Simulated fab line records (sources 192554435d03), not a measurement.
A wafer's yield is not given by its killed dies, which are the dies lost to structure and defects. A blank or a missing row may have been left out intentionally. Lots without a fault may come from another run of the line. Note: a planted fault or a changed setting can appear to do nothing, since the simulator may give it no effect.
fab line records -- flow n5Finfet
record lots=11, wafers=30, lastDay=17
route steps=1938 shown BEOL_M1@810 BEOL_M4@1111 PASSIVATION@1936
lots that met no fault: taken from a fault-free run of the same line
startH: the number of hours between the record's first day and the start of the first shown wafer of the lot -- waitH: hours elapsed since this lot's preceding step -- " same as the row above -- L1.1+2: a single row standing in for several wafers -- - value missing, or start not given -- * or withheld: withheld -- < > ~ a bound
route shown NAME@n: NAME is a module with steps in the file, n the number in the route of the first one -- usual: the fault-free wafers' mean and standard deviation -- same: alike in all rows -- chamber/n: place in a boat -- sites: readings site by site -- _std_site: standard deviation of those values -- _edge_site: mean of outer sites minus mean of inner sites -- radiusMm: for every site, how far away it sits from the centre of the wafer -- mask NAME#n: copy n -- behind: the last tool/chamber to shape the wafer -- hold: why the lot went on hold/how many hours it stayed there/how the hold came to an end -- device: transistor that didn't switch, given as n, p or np -- end of line: the same wafers' tests at the end of the route -- a step with no rows: only its recipe -- killed: dies that structure and defects cost at the first sort, which is not the same as the wafer's yield -- map: a wafer's dies, x killed, . not, _ none there
set.NAME: the run value of the setting; set.NAME@STEP: its run value at that earlier step -- model.NAME: the simulator's own value behind a step, which no gauge read
route steps across a sampled set of lots; one table per step, one row per wafer
services: a tool's chamber out of use, with start hour (startH, from the record's first day; less than 0 if before it), hours out, and reason
## steps
# step N5_BEOL_M1_PRE_CLEAN_45
# recipe gas=H2/He, timeS=30, tempC=250
# usual heaterPowerW=349/40
lot.wafer,tool,chamber,startH,waitH,heaterPowerW
L463.3,pvdSputter-02,-,132.74,0.0,340
L463.5,pvdSputter-02,-,132.74,0.0,412
L463.6,pvdSputter-02,-,132.74,0.0,361
L464.1,pvdSputter-02,-,136.06,0.0,361
L464.2,pvdSputter-02,-,136.06,0.0,350
L464.5,pvdSputter-02,-,136.06,0.0,325
L465.3,pvdSputter-01,-,146.61,0.0,266
L465.4,pvdSputter-01,-,146.61,0.0,324
L465.6,pvdSputter-01,-,146.61,0.0,330
L466.1,pvdSputter-02,-,146.92,0.0,401
L466.5,pvdSputter-02,-,146.92,0.0,308
L468.2,pvdSputter-02,-,163.24,0.0,348
L468.3,pvdSputter-02,-,163.24,0.0,323
L468.4,pvdSputter-02,-,163.24,0.0,363
L473.1,pvdSputter-01,-,195.66,0.0,265
L473.4,pvdSputter-01,-,195.66,0.0,371
L473.5,pvdSputter-01,-,195.66,0.0,341
L476.1,pvdSputter-01,-,212.79,0.0,270
L476.4,pvdSputter-01,-,212.79,0.0,329
L477.2,pvdSputter-02,-,216.62,0.0,324
L477.4,pvdSputter-02,-,216.62,0.0,395
L477.5,pvdSputter-02,-,216.62,0.0,354
L478.1,pvdSputter-03,-,221.19,0.0,351
L478.4,pvdSputter-03,-,221.19,0.0,409
L478.5,pvdSputter-03,-,221.19,0.0,316
L482.2,pvdSputter-03,-,249.07,0.0,309
L482.4,pvdSputter-03,-,249.07,0.0,403
L482.5,pvdSputter-03,-,249.07,0.0,346
L484.2,pvdSputter-03,-,255.57,0.0,418
L484.3,pvdSputter-03,-,255.57,0.0,311
# step N5_BEOL_M1_SPUTTER_48
# recipe material=Cu, targetThkA=45, tempC=-20, chamberPressurePa=0.07, powerW=withheld, timeS=8.29
# usual chamberPressurePa=0.07/0.00015, chuckSensorTempC=-15.6/0.55, substrateTempC=-20.00/0.094, throttleValvePct=30.1/1.3
lot.wafer,tool,chamber,startH,waitH,chamberPressurePa,chuckSensorTempC,substrateTempC,throttleValvePct
L463.3,pvdSputter-03,-,133.60,0.3,0.06992,-15.5,-20.16,29.6
L463.5,pvdSputter-03,-,133.60,0.3,0.06994,-15.4,-20.11,29.9
L463.6,pvdSputter-03,-,133.60,0.3,0.06996,-15.5,-19.97,32.1
L464.1,pvdSputter-01,-,136.73,0.2,0.06986,-15.2,-20.07,29.3
L464.2,pvdSputter-01,-,136.73,0.2,0.07003,-15.5,-20.04,29.0
L464.5,pvdSputter-01,-,136.73,0.2,0.06997,-15.5,-19.87,29.4
L465.3,pvdSputter-01,-,147.31,0.1,0.06997,-15.1,-19.93,29.6
L465.4,pvdSputter-01,-,147.31,0.1,0.06992,-15.8,-20.08,28.5
L465.6,pvdSputter-01,-,147.31,0.1,0.07037,-14.8,-19.93,31.0
L466.1,pvdSputter-03,-,147.68,0.3,0.06978,-16.9,-19.98,32.9
L466.5,pvdSputter-03,-,147.68,0.3,0.07022,-15.2,-19.98,31.7
L468.2,pvdSputter-03,-,163.91,0.1,0.07009,-16.6,-20.10,29.4
L468.3,pvdSputter-03,-,163.91,0.1,0.06974,-16.9,-19.96,33.3
L468.4,pvdSputter-03,-,163.91,0.1,0.06981,-15.5,-20.02,32.1
L473.1,pvdSputter-02,-,196.49,0.2,0.06999,-15.5,-19.99,28.6
L473.4,pvdSputter-02,-,196.49,0.2,0.07001,-16.0,-19.87,30.6
L473.5,pvdSputter-02,-,196.49,0.2,0.07007,-16.1,-20.06,30.6
L476.1,pvdSputter-03,-,213.83,0.2,0.06973,-15.3,-20.17,32.0
L476.4,pvdSputter-03,-,213.83,0.2,0.07015,-16.9,-20.18,32.8
L477.2,pvdSputter-01,-,218.70,1.3,0.06985,-15.8,-20.04,28.8
L477.4,pvdSputter-01,-,218.70,1.3,0.07009,-15.5,-20.08,29.0
L477.5,pvdSputter-01,-,218.70,1.3,0.07005,-14.7,-20.04,31.1
L478.1,pvdSputter-01,-,221.87,0.1,0.06986,-15.7,-19.95,28.8
L478.4,pvdSputter-01,-,221.87,0.1,0.07002,-14.8,-20.04,31.1
L478.5,pvdSputter-01,-,221.87,0.1,0.06982,-15.6,-19.92,28.9
L482.2,pvdSputter-02,-,250.02,0.2,0.07007,-16.3,-20.07,30.4
L482.4,pvdSputter-02,-,250.02,0.2,0.06987,-15.8,-20.20,30.5
L482.5,pvdSputter-02,-,250.02,0.2,0.06973,-16.1,-19.88,30.5
L484.2,pvdSputter-02,-,256.26,0.2,0.0699,-15.9,-20.13,28.6
L484.3,pvdSputter-02,-,256.26,0.2,0.07018,-16.1,-20.00,30.6
# step N5_BEOL_M1_SPUTTER_90
# recipe material=Cu, targetThkA=45, tempC=-20, chamberPressurePa=0.07, powerW=withheld, timeS=8.29
# usual chamberPressurePa=0.07002/0.00014, chuckSensorTempC=-15.6/0.55, substrateTempC=-20.01/0.097, throttleValvePct=30.1/1.3
lot.wafer,tool,chamber,startH,waitH,chamberPressurePa,chuckSensorTempC,substrateTempC,throttleValvePct
L463.3,pvdSputter-03,-,134.70,0.1,0.07014,-15.5,-20.05,29.9
L463.5,pvdSputter-03,-,134.70,0.1,0.07039,-15.5,-20.04,29.6
L463.6,pvdSputter-03,-,134.70,0.1,0.06998,-15.4,-20.13,31.8
L464.1,pvdSputter-01,-,137.83,0.1,0.07,-15.3,-20.15,29.1
L464.2,pvdSputter-01,-,137.83,0.1,0.07007,-15.3,-19.96,29.0
L464.5,pvdSputter-01,-,137.83,0.1,0.06996,-15.1,-20.14,29.0
L465.3,pvdSputter-01,-,148.41,0.1,0.07015,-15.2,-20.05,29.4
L465.4,pvdSputter-01,-,148.41,0.1,0.07012,-15.6,-19.92,28.7
L465.6,pvdSputter-01,-,148.41,0.1,0.07006,-14.9,-19.98,31.3
L466.1,pvdSputter-03,-,148.78,0.1,0.06985,-16.9,-19.89,32.9
L466.5,pvdSputter-03,-,148.78,0.1,0.07003,-15.6,-20.01,31.9
L468.2,pvdSputter-03,-,165.01,0.1,0.06987,-16.4,-19.97,29.3
L468.3,pvdSputter-03,-,165.01,0.1,0.07024,-16.8,-20.10,32.9
L468.4,pvdSputter-03,-,165.01,0.1,0.07015,-15.6,-19.97,31.8
L473.1,pvdSputter-02,-,197.59,0.1,0.07008,-15.7,-20.00,28.5
L473.4,pvdSputter-02,-,197.59,0.1,0.07004,-15.7,-19.89,30.6
L473.5,pvdSputter-02,-,197.59,0.1,0.06993,-16.0,-20.07,30.5
L476.1,pvdSputter-03,-,214.93,0.1,0.06999,-15.4,-20.05,31.8
L476.4,pvdSputter-03,-,214.93,0.1,0.06995,-17.1,-20.04,32.7
L477.2,pvdSputter-01,-,219.80,0.1,0.07565,-16.0,-19.98,27.8
L477.4,pvdSputter-01,-,219.80,0.1,0.07529,-15.5,-19.92,28.0
L477.5,pvdSputter-01,-,219.80,0.1,0.07571,-14.8,-19.96,29.7
L478.1,pvdSputter-01,-,222.97,0.1,0.07553,-15.8,-20.01,27.8
L478.4,pvdSputter-01,-,222.97,0.1,0.07545,-14.9,-20.02,29.9
L478.5,pvdSputter-01,-,222.97,0.1,0.07562,-15.6,-19.96,28.2
L482.2,pvdSputter-02,-,251.12,0.1,0.06995,-16.0,-20.13,30.5
L482.4,pvdSputter-02,-,251.12,0.1,0.06989,-15.9,-20.09,30.6
L482.5,pvdSputter-02,-,251.12,0.1,0.06992,-16.3,-20.10,30.6
L484.2,pvdSputter-02,-,257.36,0.1,0.06997,-15.7,-20.06,28.6
L484.3,pvdSputter-02,-,257.36,0.1,0.07002,-16.2,-20.10,30.4
# step N5_BEOL_M1_ANNEAL_91
# recipe tempC=400, timeS=240, ambient=vacuum
# usual heaterPowerW=859/110
lot.wafer,tool,chamber,startH,waitH,heaterPowerW
L463.3,pvdSputter-03,-,134.78,0.0,982
L463.5,pvdSputter-03,-,134.78,0.0,952
L463.6,pvdSputter-03,-,134.78,0.0,768
L464.1,pvdSputter-01,-,137.91,0.0,669
L464.2,pvdSputter-01,-,137.91,0.0,805
L464.5,pvdSputter-01,-,137.91,0.0,681
L465.3,pvdSputter-01,-,148.49,0.0,673
L465.4,pvdSputter-01,-,148.49,0.0,836
L465.6,pvdSputter-01,-,148.49,0.0,912
L466.1,pvdSputter-03,-,148.86,0.0,891
L466.5,pvdSputter-03,-,148.86,0.0,803
L468.2,pvdSputter-03,-,165.09,0.0,1030
L468.3,pvdSputter-03,-,165.09,0.0,892
L468.4,pvdSputter-03,-,165.09,0.0,768
L473.1,pvdSputter-02,-,197.67,0.0,872
L473.4,pvdSputter-02,-,197.67,0.0,785
L473.5,pvdSputter-02,-,197.67,0.0,1012
L476.1,pvdSputter-03,-,215.01,0.0,784
L476.4,pvdSputter-03,-,215.01,0.0,896
L477.2,pvdSputter-01,-,219.88,0.0,849
L477.4,pvdSputter-01,-,219.88,0.0,822
L477.5,pvdSputter-01,-,219.88,0.0,907
L478.1,pvdSputter-01,-,223.05,0.0,832
L478.4,pvdSputter-01,-,223.05,0.0,911
L478.5,pvdSputter-01,-,223.05,0.0,827
L482.2,pvdSputter-02,-,251.20,0.0,1029
L482.4,pvdSputter-02,-,251.20,0.0,797
L482.5,pvdSputter-02,-,251.20,0.0,1003
L484.2,pvdSputter-02,-,257.44,0.0,858
L484.3,pvdSputter-02,-,257.44,0.0,1043
# step N5_BEOL_M4_RC_MEAS_101
# usual DIBL_N=35.0/2.4, DIBL_P=35.4/2.8, IOFF_N=0.14/0.045, IOFF_P=0.20/0.048, ION_N=667/19, ION_P=460/11, SS_N=71.2/0.71, SS_P=73.1/0.86, VT_N=252/4.6, VT_P=-251/3.4
lot.wafer,tool,chamber,startH,waitH,DIBL_N[mV/V],DIBL_P[mV/V],IOFF_N[nA/um],IOFF_P[nA/um],ION_N[uA/um],ION_P[uA/um],SS_N[mV/dec],SS_P[mV/dec],VT_N[mV],VT_P[mV]
L463.3,prober-02,0,172.56,0.3,36.5,37.5,0.17,0.24,679,464,71.8,73.7,250,-249
L463.5,prober-02,0,172.56,0.3,33.4,33.1,0.12,0.17,663,456,70.4,72.9,253,-252
L463.6,prober-02,0,172.56,0.3,36.5,38.6,0.18,0.25,687,474,72.3,74.1,248,-248
L464.1,prober-01,0,175.98,0.0,33.2,32.2,0.12,0.18,673,469,70.8,72.8,252,-250
L464.2,prober-01,0,175.98,0.0,37.2,35.9,0.19,0.24,680,459,72.0,73.8,247,-247
L464.5,prober-01,0,175.98,0.0,36.4,34.9,0.16,0.21,650,453,72.1,73.5,252,-248
L465.3,prober-02,0,182.25,0.3,37.4,38.2,0.21,0.25,689,473,72.0,73.7,246,-248
L465.4,prober-02,0,182.25,0.3,37.7,37.8,0.21,0.24,677,462,71.7,74.5,246,-248
L465.6,prober-02,0,182.25,0.3,38.5,39.6,0.21,0.27,676,464,71.7,74.2,247,-248
L466.1,prober-01,0,185.52,0.0,39.1,41.1,0.22,0.29,697,481,73.0,74.9,247,-246
L466.5,prober-01,0,185.52,0.0,42.2,45.0,0.32,0.39,706,481,72.5,75.2,239,-243
L468.2,prober-02,0,208.28,0.2,42.5,42.8,0.35,0.39,724,490,73.3,75.2,239,-242
L468.3,prober-02,0,208.28,0.2,38.6,37.4,0.20,0.24,685,470,71.9,74.0,246,-247
L468.4,prober-02,0,208.28,0.2,32.1,28.8,0.09,0.13,630,441,70.5,70.5,260,-256
L473.1,prober-01,0,229.91,0.0,38.7,37.5,0.18,0.22,668,449,72.1,74.2,247,-251
L473.4,prober-01,0,229.91,0.0,35.9,35.9,0.15,0.21,667,465,70.9,74.0,247,-250
L473.5,prober-01,0,229.91,0.0,34.5,33.4,0.12,0.16,667,455,70.5,72.8,255,-255
L476.1,prober-01,0,256.38,0.0,35.5,35.3,0.14,0.18,659,452,70.9,72.7,251,-252
L476.4,prober-01,0,256.38,0.0,34.0,34.1,0.11,0.17,667,456,70.2,72.5,255,-252
L478.1,prober-02,0,256.60,0.0,34.4,35.0,0.13,0.22,682,480,71.5,72.7,251,-248
L478.4,prober-02,0,256.60,0.0,29.6,28.2,0.07,0.13,629,446,69.8,70.5,260,-255
L478.5,prober-02,0,256.60,0.0,33.6,33.9,0.12,0.20,671,471,70.3,72.4,253,-247
L477.2,prober-02,0,259.12,0.2,33.3,31.0,0.10,0.13,637,437,70.7,72.4,257,-258
L477.4,prober-02,0,259.12,0.2,36.9,34.7,0.15,0.17,661,455,71.1,73.3,250,-253
L477.5,prober-02,0,259.12,0.2,35.9,34.8,0.15,0.17,682,467,70.9,73.3,250,-253
L482.2,prober-01,0,282.32,0.2,31.2,31.0,0.07,0.13,635,448,70.2,72.3,263,-256
L482.4,prober-01,0,282.32,0.2,35.9,34.0,0.13,0.16,634,435,71.8,72.8,257,-255
L482.5,prober-01,0,282.32,0.2,32.0,33.4,0.08,0.18,628,445,71.0,72.4,260,-252
L484.2,prober-02,0,302.41,0.2,33.1,36.2,0.12,0.18,654,457,71.3,72.9,253,-251
L484.3,prober-02,0,302.41,0.2,36.3,39.3,0.19,0.23,702,479,72.0,74.1,243,-248
# step N5_PASSIVATION_PROBE_49
# usual defectLimitedYield=91.7/1.4, killed_at_M0_to_M3=32/9.7, killed_at_M4_up=14/5.5, killedAtContacts=13/6.1, killedAtFrontEnd=35/10, killedAtOther=4.2/2.9, killedDies=98/17, killedOpen=63/12, killedShort=32/7.7, sort_bin_4_leakage=0.0/0.33, sort_bin_5_function=4.8/0.9, sort_bin_6_memory=3.1/0.63, sort_bin_8_speed=1/3.3, sortNPass=1073/41, sortYieldPct=91/3.5
# same grossDies=1180, killedAtBackSide=0
lot.wafer,tool,chamber,startH,waitH,defectLimitedYield[%],killed_at_M0_to_M3,killed_at_M4_up,killedAtContacts,killedAtFrontEnd,killedAtOther,killedDies,killedOpen,killedShort,sort_bin_4_leakage[%],sort_bin_5_function[%],sort_bin_6_memory[%],sort_bin_8_speed[%],sortNPass,sortYieldPct[%]
L463.3,prober-02,-,279.18,0.1,92.9,25,9,12,38,0,84,56,26,0,4.6,2.4,0,1096,93
L463.5,prober-02,-,279.28,0.2,91.4,26,9,20,42,4,101,71,27,0,5.3,3.0,0,1079,91
L463.6,prober-02,-,279.33,0.3,90.3,37,18,15,40,4,114,69,34,0,5.9,2.5,0,1066,90
L465.3,prober-01,-,287.71,0.1,92.5,39,11,11,25,3,89,56,29,0,3.9,3.2,0,1091,92
L465.4,prober-01,-,287.76,0.2,90.5,45,15,16,25,11,112,80,27,0,5.4,3.9,0,1068,91
L465.6,prober-01,-,287.86,0.3,91.2,41,9,10,39,5,104,68,35,0,5.3,3.2,0,1076,91
L466.1,prober-02,-,291.48,0.0,89.3,53,17,15,37,4,126,82,44,0,6.5,4.0,0,1054,89
L466.5,prober-02,-,291.68,0.2,90.4,47,6,18,40,2,113,76,36,1.7,5.8,3.4,0,1047,89
L473.1,prober-02,-,331.86,0.0,92.4,33,8,7,37,5,90,66,23,0,4.5,3.0,0,1090,92
L473.4,prober-02,-,332.01,0.2,92.9,29,15,17,23,0,84,53,30,0,4.4,2.7,0,1096,93
L473.5,prober-02,-,332.06,0.2,92.7,26,7,13,36,4,86,53,32,0,4.2,3.0,0,1094,93
L477.2,prober-01,-,371.19,0.1,91.4,21,14,31,26,9,101,64,35,0,5.8,2.5,3,1046,89
L477.4,prober-01,-,371.29,0.2,91.3,25,14,22,33,9,103,69,33,0,5.8,2.7,0,1077,91
L477.5,prober-01,-,371.34,0.2,92.8,11,13,22,37,2,85,58,27,0,3.5,3.6,0,1095,93
L478.1,prober-02,-,371.98,0.1,92.3,29,8,17,35,2,91,53,28,0,4.0,2.8,0,1089,92
L478.4,prober-02,-,372.13,0.2,92.5,28,12,13,35,1,89,60,27,0,4.3,2.9,27,774,66
L478.5,prober-02,-,372.18,0.3,92.6,23,16,9,37,2,87,57,23,0,3.9,2.7,0,1093,93
L476.1,prober-02,-,373.62,0.0,91.4,32,23,11,29,6,101,69,24,0,4.4,3.4,0,1079,91
# killed by level:class
L463.3 MOL_CONTACT_COAG:geometricParticle:open=11 BEOL_M0_SAQP:geometricParticle:short=8 STI_FIN_REVEAL:geometricParticle:open=6 GATE_CUT:geometricParticle:short=5 GATE_CUT:geometricParticle:open=5 BEOL_M0_SAQP:geometricParticle:open=5 BEOL_M3:geometricParticle:open=5 STARTING-WAFER:geometricParticle:open=5
L463.5 MOL_CONTACT_COAG:geometricParticle:open=16 STI_FIN_REVEAL:geometricParticle:open=14 BEOL_M0_SAQP:geometricParticle:open=8 BEOL_M3:geometricParticle:open=5 STI_FIN_REVEAL:geometricParticle:short=4 DUMMY_GATE:geometricParticle:open=4 BEOL_M2:geometricParticle:open=4 MIM_TOP:geometricParticle:open=4
L463.6 MOL_CONTACT_COAG:geometricParticle:open=14 STI_FIN_REVEAL:geometricParticle:open=11 BEOL_M4:geometricParticle:open=11 BEOL_M3:geometricParticle:open=9 HKMG_FIN:areaEtch=9 BEOL_M0_SAQP:geometricParticle:open=8 BEOL_M0_SAQP:geometricParticle:short=7 FIN_SAQP:geometricParticle:short=5
L465.3 BEOL_M0_SAQP:geometricParticle:short=10 BEOL_M0_SAQP:geometricParticle:open=9 MOL_CONTACT_COAG:geometricParticle:open=8 FIN_SAQP:geometricParticle:open=6 BEOL_M3:geometricParticle:open=6 STI_FIN_REVEAL:geometricParticle:open=5 BEOL_M2:geometricParticle:open=4 BEOL_M0:geometricParticle:open=4
L465.4 MOL_CONTACT_COAG:geometricParticle:open=15 BEOL_M0_SAQP:geometricParticle:open=13 BEOL_M2:geometricParticle:open=9 STI_FIN_REVEAL:geometricParticle:open=6 BEOL_M0_SAQP:geometricParticle:short=6 BEOL_M1:geometricParticle:open=6 BEOL_M4:geometricParticle:open=4 STARTING-WAFER:geometricParticle:short=4
L465.6 FIN_SAQP:geometricParticle:open=10 STI_FIN_REVEAL:geometricParticle:open=9 MOL_CONTACT_COAG:geometricParticle:open=8 BEOL_M0_SAQP:geometricParticle:open=8 BEOL_M2:geometricParticle:open=8 BEOL_M0_SAQP:geometricParticle:short=7 BEOL_M1:geometricParticle:open=6 FIN_SAQP:geometricParticle:short=4
L466.1 BEOL_M0_SAQP:geometricParticle:short=12 BEOL_M3:geometricParticle:open=11 MOL_CONTACT_COAG:geometricParticle:open=10 BEOL_M2:geometricParticle:open=10 FIN_SAQP:geometricParticle:short=8 BEOL_M4:geometricParticle:open=8 BEOL_M1:geometricParticle:open=8 FIN_SAQP:geometricParticle:open=7
L466.5 MOL_CONTACT_COAG:geometricParticle:open=17 FIN_SAQP:geometricParticle:short=10 BEOL_M2:geometricParticle:open=10 BEOL_M0_SAQP:geometricParticle:short=9 BEOL_M1:geometricParticle:open=9 FIN_SAQP:geometricParticle:open=8 STI_FIN_REVEAL:geometricParticle:open=8 BEOL_M0_SAQP:geometricParticle:open=6
L473.1 BEOL_M3:geometricParticle:open=11 BEOL_M2:geometricParticle:open=10 FIN_SAQP:geometricParticle:open=9 MOL_CONTACT_COAG:geometricParticle:open=6 FIN_SAQP:geometricParticle:short=5 GATE_CUT:geometricParticle:open=4 GATE_CUT:geometricParticle:short=4 BEOL_M6:geometricParticle:open=4
L473.4 MOL_CONTACT_COAG:geometricParticle:open=12 BEOL_M4:geometricParticle:open=7 BEOL_M1:geometricParticle:open=6 GATE_CUT:geometricParticle:short=5 MOL_CONTACT_COAG:geometricParticle:short=5 BEOL_M0_SAQP:geometricParticle:short=5 BEOL_M0_SAQP:geometricParticle:open=5 BEOL_M3:geometricParticle:open=5
L473.5 FIN_SAQP:geometricParticle:open=13 MOL_CONTACT_COAG:geometricParticle:open=9 BEOL_M2:geometricParticle:open=9 FIN_SAQP:geometricParticle:short=5 GATE_CUT:geometricParticle:short=5 BEOL_M3:geometricParticle:open=5 BEOL_M0_SAQP:geometricParticle:short=4 GATE_CUT:geometricParticle:open=4
L477.2 MOL_CONTACT_COAG:geometricParticle:open=24 BEOL_M4:geometricParticle:open=9 BEOL_M0_SAQP:geometricParticle:short=9 MOL_CONTACT_COAG:geometricParticle:short=7 BEOL_M0_SAQP:geometricParticle:open=6 FIN_SAQP:geometricParticle:open=5 FIN_SAQP:geometricParticle:short=5 DUMMY_GATE:geometricParticle:open=5
L477.4 MOL_CONTACT_COAG:geometricParticle:open=17 BEOL_M0_SAQP:geometricParticle:short=11 BEOL_M0_SAQP:geometricParticle:open=10 FIN_SAQP:geometricParticle:open=7 BEOL_M4:geometricParticle:open=7 STI_FIN_REVEAL:geometricParticle:open=6 FIN_SAQP:geometricParticle:short=5 MOL_CONTACT_COAG:geometricParticle:short=5
L477.5 MOL_CONTACT_COAG:geometricParticle:open=19 FIN_SAQP:geometricParticle:short=9 DUMMY_GATE:geometricParticle:open=6 FIN_SAQP:geometricParticle:open=5 BEOL_M5:geometricParticle:open=5 BEOL_M0_SAQP:geometricParticle:open=4 GATE_CUT:geometricParticle:open=3 STI_FIN_REVEAL:geometricParticle:open=3
L478.1 BEOL_M2:geometricParticle:open=13 MOL_CONTACT_COAG:geometricParticle:open=10 HKMG_FIN:areaEtch=7 MOL_CONTACT_COAG:geometricParticle:short=6 STI_FIN_REVEAL:geometricParticle:open=5 BEOL_M3:geometricParticle:open=5 FIN_SAQP:geometricParticle:open=4 GATE_CUT:geometricParticle:short=4
L478.4 MOL_CONTACT_COAG:geometricParticle:open=12 BEOL_M3:geometricParticle:open=8 BEOL_M0_SAQP:geometricParticle:open=6 BEOL_M0_SAQP:geometricParticle:short=6 FIN_SAQP:geometricParticle:short=5 GATE_CUT:geometricParticle:short=5 GATE_CUT:geometricParticle:open=5 BEOL_M2:geometricParticle:open=5
L478.5 MOL_CONTACT_COAG:geometricParticle:open=9 FIN_SAQP:geometricParticle:open=8 FIN_SAQP:geometricParticle:short=7 BEOL_M0_SAQP:geometricParticle:open=6 HKMG_FIN:areaEtch=5 STI_FIN_REVEAL:geometricParticle:open=4 BEOL_M0_SAQP:geometricParticle:short=4 BEOL_M3:geometricParticle:open=4
L476.1 MOL_CONTACT_COAG:geometricParticle:open=11 BEOL_M2:geometricParticle:open=8 HKMG_FIN:areaEtch=8 BEOL_M1:geometricParticle:open=7 BEOL_M4:geometricParticle:open=7 BEOL_M3:geometricParticle:short=6 FIN_SAQP:geometricParticle:short=4 FIN_SAQP:geometricParticle:open=4
## services
tool,chamber,startH,hours,kind
pvdSputter-01,-,131.81,1.2,repair
## key
firstSign step=N5_BEOL_M1_SPUTTER_90, reading=chamberPressurePa, direction=up, sigmas=40, usual=0.07002, struck=0.07554
effect none on later readings
metAt N5_BEOL_M1_SPUTTER_90
struckLots L477,L478
notActingAt N5_BEOL_M1_PRE_CLEAN_45,N5_BEOL_M1_SPUTTER_48,N5_BEOL_M1_ANNEAL_91
onsetBetween 148.41 219.80
fault kind=processParameterDrift, tool=pvdSputter-01, chamber=-, onsetH=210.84, steps=N5_BEOL_M1_SPUTTER_90, channel=chamberPressurePa, offset=0.0054948, shape=step, endH=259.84, actsIn=theseRecipesOnly, stated=0.07
